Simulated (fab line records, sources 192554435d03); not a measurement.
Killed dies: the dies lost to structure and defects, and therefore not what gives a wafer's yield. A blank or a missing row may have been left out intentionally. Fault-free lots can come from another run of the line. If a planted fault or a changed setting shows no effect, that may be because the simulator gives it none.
Chamber matching | flow n5-finfet | N5_BEOL_M6_PECVD_70 on pecvd-01: 3 sister chambers
The step deposits SiO2 from TEOS/O2, target thk 20 nm, time 22.7 s. 6 wafers are shown with their chamber, then 11 later ones without.

## WAFERS WITH THEIR CHAMBER
wafer  | chamber | heater-power-w (W) | showerhead-plenum-p-Torr (Torr)
L083.1 | 0       | 626                | 8.77
L083.6 | 0       | 628                | 8.79
L086.1 | 1       | 711                | 8.77
L086.3 | 2       | 734                | 8.84
L086.6 | 2       | 735                | 8.86
L087.2 | 1       | 810                | 8.78

## WAFERS MISSING THEIR CHAMBER
wafer  | heater-power-w (W) | showerhead-plenum-p-Torr (Torr)
L087.5 | 651                | 8.82
L087.6 | 573                | 8.77
L088.1 | 749                | 8.83
L088.4 | 623                | 8.78
L088.5 | 765                | 8.85
L092.1 | 619                | 8.84
L092.2 | 571                | 8.77
L092.5 | 574                | 8.78
L096.4 | 604                | 8.80
L096.5 | 776                | 8.76
L096.6 | 747                | 8.82

## CHAMBER TAKEN BY EACH
wafer  | from the rows above          | in truth
L087.5 | can't be placed: 2 or 0 or 1 | 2
L087.6 | 0                            | 0
L088.1 | 2                            | 2
L088.4 | 0                            | 0
L088.5 | 2                            | 2
L092.1 | can't be placed: 2 or 0      | 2
L092.2 | 0                            | 0
L092.5 | 0                            | 0
L096.4 | 0                            | 0
L096.5 | 1                            | 1
L096.6 | can't be placed: 2 or 1 or 0 | 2
Placed correctly: 8 of 11. These rows do not allow placing 3 (true chamber among the candidates in 3). Placed wrongly: 0.
How it was worked out, from the rows above alone: a wafer's distance from a chamber is the root of the sum, over the readings, of the square of ((its reading less the chamber's mean) divided by the reading's scatter). If the next closest chamber is less than 2 further off than the closest, the wafer can't be placed; otherwise it belongs to the closest. For every chamber, the mean is computed from those of its wafers that are shown. The scatter is the square root of a quotient: the sum, over the shown wafers, of each reading's squared deviation from its chamber's mean, divided by wafers minus chambers.
